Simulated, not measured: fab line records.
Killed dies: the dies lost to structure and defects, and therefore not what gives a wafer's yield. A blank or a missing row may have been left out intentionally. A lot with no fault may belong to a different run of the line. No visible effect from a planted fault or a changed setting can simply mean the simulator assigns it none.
Which tool was responsible?	flow nand-harc	11 lots with 33 wafers sampled at 7 steps, on a route of 1302 steps

## WHAT EACH GAUGE READ, for each wafer
NHARC_P_ZERO_WELL_CD_MEAS_24: target cd 720 nm. Usual: cd-nm 720.0 nm, standard deviation 1.7.
lot	measured	on	cd-nm (nm)	flag
L499	day 1 22:35	cd-sem-01	720.6 718.8 717.1	
L500	day 2 08:49	cd-sem-01	724.2 721.0 720.2	
L502	day 3 04:28	cd-sem-03	719.2 719.1 720.1	
L504	day 4 00:35	cd-sem-01	717.3 716.9 718.8	
L505	day 4 10:37	cd-sem-01	718.0 717.2 718.4	
L508	day 5 16:35	cd-sem-01	720.2 722.1 721.4	
L509	day 6 02:29	cd-sem-03	717.1 719.0 721.0	
L513	day 7 18:35	cd-sem-01	719.8 720.9 718.7	
L516	day 9 00:30	cd-sem-02	718.9 718.3 720.3	
L517	day 9 10:39	cd-sem-03	720.5 718.5 720.4	
L520	day 10 16:34	cd-sem-02	719.7 722.3 720.3	

NHARC_P_STI_CD_MEAS_09: target cd 200 nm. Usual: cd-nm 199.8 nm, standard deviation 1.9.
lot	measured	on	cd-nm (nm)	flag
L499	day 2 19:55	cd-sem-03	202.4 201.9 198.5	
L500	day 3 06:19	cd-sem-01	200.3 199.7 199.0	
L502	day 4 00:40	cd-sem-02	203.5 198.0 197.7	
L504	day 4 21:59	cd-sem-03	200.1 200.9 202.0	
L505	day 5 09:19	cd-sem-02	199.9 198.3 195.9	
L508	day 6 17:01	cd-sem-03	200.7 198.2 197.5	
L509	day 7 04:08	cd-sem-03	200.9 199.7 200.1	
L513	day 8 14:44	cd-sem-02	196.4 198.8 200.1	
L516	day 9 21:49	cd-sem-02	204.8 206.8 207.8	OFF
L517	day 10 08:34	cd-sem-01	207.9 208.7 209.0	OFF
L520	day 11 14:52	cd-sem-02	199.7 200.9 198.3	

NHARC_P_STI_OCD_MEAS_17. Usual: trench-depth-nm 300 nm, standard deviation 4.2; trench-foot-cd-nm 157.8 nm, standard deviation 2.
lot	measured	on	trench-depth-nm (nm)	trench-foot-cd-nm (nm)	flag
L499	day 2 20:44	ocd-01	298 306 305	160.8 159.4 155.8	
L500	day 3 07:07	ocd-02	295 301 298	159.1 157.4 157.6	
L502	day 4 01:27	ocd-01	297 300 292	162.0 155.9 156.9	
L504	day 4 22:52	ocd-01	297 297 300	158.1 159.4 159.9	
L505	day 5 10:06	ocd-02	298 298 295	158.1 156.6 154.6	
L508	day 6 17:48	ocd-02	306 302 306	158.5 155.8 154.3	
L509	day 7 04:57	ocd-02	299 300 300	159.0 158.6 157.7	
L513	day 8 15:32	ocd-02	295 307 300	155.1 156.2 158.3	
L516	day 9 22:36	ocd-02	297 297 296	162.9 165.4 166.0	OFF
L517	day 10 09:23	ocd-02	307 296 303	165.1 167.2 166.6	OFF
L520	day 11 15:41	ocd-01	296 295 295	158.2 159.7 156.4	

NHARC_END_SORT_01. Usual: killed-at-array 53, standard deviation 21; killed-at-other 1.1, standard deviation 1.5; killed-at-periphery 3.9, standard deviation 2.7; killed-dies 58, standard deviation 21; killed-open 3.4, standard deviation 1.9; killed-short 2.3, standard deviation 1.5.
lot	measured	on	killed-at-array	killed-at-other	killed-at-periphery	killed-dies	killed-open	killed-short	flag
L513	day 30 08:26	prober-02	66 52 58	0 0 0	2 7 3	68 59 61	0 8 4	2 1 6	

## WHICH TOOL RAN EACH LOT (tool, then ch and the chambers of the sampled wafers, then the start)
lot	NHARC_P_ZERO_WELL_ETCH_62	NHARC_P_ZERO_WELL_ETCH_63	NHARC_P_STI_PEB_07
L499	rie-diel-11 ch 1,2,3, day 1 21:40 or earlier	rie-si-04 ch 1,2,3, day 1 21:40	litho-track-07 ch 0, day 2 19:50
L500	rie-diel-09 ch 0,1,2, day 2 07:53 or earlier	rie-si-01 ch 1,3, day 2 07:53	litho-track-07 ch 0, day 3 06:14
L502	rie-diel-11 ch 1,2,3, day 3 03:40 or earlier	rie-si-01 ch 0,1,3, day 3 03:40	litho-track-03 ch 0, day 4 00:35
L504	rie-diel-05 ch 2,3, day 3 23:41 or earlier	rie-si-01 ch 0,1,2, day 3 23:41	litho-track-05 ch 0, day 4 21:54
L505	rie-diel-05 ch 0,1,3, day 4 09:43 or earlier	rie-si-06 ch 0,1,2, day 4 09:43	litho-track-05 ch 0, day 5 09:14
L508	rie-diel-11 ch 0,3, day 5 15:40 or earlier	rie-si-06 ch 0,1,2, day 5 15:40	litho-track-07 ch 0, day 6 16:56
L509	rie-diel-09 ch 0,1,2, day 6 01:40 or earlier	rie-si-04 ch 1,2,3, day 6 01:40	litho-track-03 ch 0, day 7 04:04
L513	rie-diel-05 ch 0,3, day 7 17:41 or earlier	rie-si-01 ch 0,1,3, day 7 17:41	litho-track-05 ch 0, day 8 14:39
L516	rie-diel-09 ch 2,3, day 8 23:43 or earlier	rie-si-06 ch 1,2, day 8 23:43	litho-track-07 ch 0, day 9 21:44
L517	rie-diel-11 ch 1,3, day 9 09:44 or earlier	rie-si-06 ch 1,2,3, day 9 09:44	litho-track-07 ch 0, day 10 08:29
L520	rie-diel-11 ch 0,1,2, day 10 15:39 or earlier	rie-si-06 ch 0,1,3, day 10 15:39	litho-track-05 ch 0, day 11 14:46
- NHARC_P_ZERO_WELL_ETCH_62: etches the open film in CHF3/Ar, target depth 13 nm, time 6.5 s.
- NHARC_P_ZERO_WELL_ETCH_63: etches the open film in HBr/Cl2, target depth 120 nm, time 40.1 s.
- NHARC_P_STI_PEB_07: peb time 80 s.

## WHAT THE TOOLS THEMSELVES READ (means of the sampled wafers that have a number; where no wafer has one, the mark that the record gives instead)
NHARC_P_ZERO_WELL_ETCH_62. Usual: drypump-motor-current-A 5.71 A, standard deviation 0.27; oes-product-au 0.958 a.u., standard deviation 0.018; rf-fwd-power-W 488.5 W, standard deviation 2; rf-vpp-V 369.3 V, standard deviation 2.3; showerhead-plenum-p-Torr 2.29 Torr, standard deviation 0.092; throttle-valve-pct 20.217 %, standard deviation 0.0077.
lot	tool	drypump-motor-current-A (A)	oes-product-au (a.u.)	rf-fwd-power-W (W)	rf-vpp-V (V)	showerhead-plenum-p-Torr (Torr)	throttle-valve-pct (%)	flag
L499	rie-diel-11	5.74	0.985	489.7	369.4	2.28	20.221	
L500	rie-diel-09	5.53	0.952	486.9	371.5	2.37	20.216	
L502	rie-diel-11	5.74	0.971	489.9	368.5	2.28	20.222	
L504	rie-diel-05	6.06	0.961	489.3	372.3	2.43	20.212	
L505	rie-diel-05	5.80	0.956	487.9	369.2	2.31	20.215	
L508	rie-diel-11	5.78	0.973	487.3	369.6	2.31	20.211	
L509	rie-diel-09	5.52	0.975	488.0	370.8	2.36	20.217	
L513	rie-diel-05	5.90	0.949	486.7	370.9	2.35	20.213	
L516	rie-diel-09	5.70	0.959	488.0	370.5	2.35	20.214	
L517	rie-diel-11	5.62	0.949	488.5	369.0	2.31	20.219	
L520	rie-diel-11	5.84	0.967	489.3	367.2	2.21	20.212	

NHARC_P_ZERO_WELL_ETCH_63. Usual: drypump-motor-current-A 5.7 A, standard deviation 0.58; he-backside-leak-sccm 2.7 sccm, standard deviation 0.39; oes-product-au 0.998 a.u., standard deviation 0.0093; rf-fwd-power-W 394.9 W, standard deviation 1.7; throttle-valve-pct 26.405 %, standard deviation 0.0085.
lot	tool	drypump-motor-current-A (A)	he-backside-leak-sccm (sccm)	oes-product-au (a.u.)	rf-fwd-power-W (W)	throttle-valve-pct (%)	flag
L499	rie-si-04	5.4	2.7	0.997	394.4	26.399	
L500	rie-si-01	6.0	2.8	1.001	394.6	26.410	
L502	rie-si-01	6.1	2.6	0.996	395.2	26.397	
L504	rie-si-01	6.1	2.6	1.003	394.8	26.411	
L505	rie-si-06	5.3	2.6	0.988	396.5	26.399	
L508	rie-si-06	5.3	2.4	0.994	395.5	26.413	
L509	rie-si-04	5.4	3.4	0.993	395.1	26.400	
L513	rie-si-01	6.0	2.7	0.999	394.4	26.399	
L516	rie-si-06	5.2	3.1	1.000	396.1	26.411	
L517	rie-si-06	5.5	2.7	1.006	393.9	26.403	
L520	rie-si-06	5.5	2.7	1.008	396.2	26.400	

NHARC_P_STI_PEB_07. Usual: plate-temp-C 128.01 C, standard deviation 0.14.
lot	tool	plate-temp-C (C)	flag
L499	litho-track-07	128.15	
L500	litho-track-07	128.04	
L502	litho-track-03	128.21	
L504	litho-track-05	128.02	
L505	litho-track-05	128.12	
L508	litho-track-07	127.87	
L509	litho-track-03	128.04	
L513	litho-track-05	127.97	
L516	litho-track-07	128.90	OFF
L517	litho-track-07	128.97	OFF
L520	litho-track-05	128.07	

## THE ANSWER, worked out from the rows above alone
Rule: a lot counts as off when the mean over its wafers that have a number is more than 3 standard deviations away from the usual mean. A lot without any number at a reading at which 4 lots or more have one is off too. All remaining lots with rows at the step are treated as sound. After the gauges, taken in route order, come the tools' own readings; for these a lot's mean is taken, as printed above. The first step at which some lot is off is used, and at that step the reading that is off furthest; a lot without a number counts as furthest.
Off: L516, L517 (NHARC_P_STI_CD_MEAS_09, cd-nm).
A tool fits if, at a process step before that reading, it ran every lot that is off, and no sound lot after the first of them. The gauges at NHARC_P_STI_CD_MEAS_09 aren't tried: what is off there is off at NHARC_P_STI_OCD_MEAS_17 too, on other tools, and a gauge's error can't cause that. Because NHARC_P_ZERO_WELL_ETCH_62 lacks a start for some lots, the hours and order of its lots are taken from NHARC_P_ZERO_WELL_ETCH_63. One candidate fits, namely litho-track-07 at NHARC_P_STI_PEB_07. Its last sound lot is L508 (day 6 16:56), its first lot that is off L516 (day 9 21:44): a fault that began between those two fits.
On the lots that are off, the tool's own readings at NHARC_P_STI_PEB_07 differ by more than 5 times the standard deviation of the sound lots' means, which bears it out; plate-temp-C reads 128.94 C there versus 128.05 C on the sound lots.

## WHAT THE SIMULATOR HAD INSERTED
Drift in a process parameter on litho-track-07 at NHARC_P_STI_PEB_07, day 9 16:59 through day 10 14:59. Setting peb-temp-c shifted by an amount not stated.
Shown lots that were struck: L516, L517. The rule given above showed the same thing.
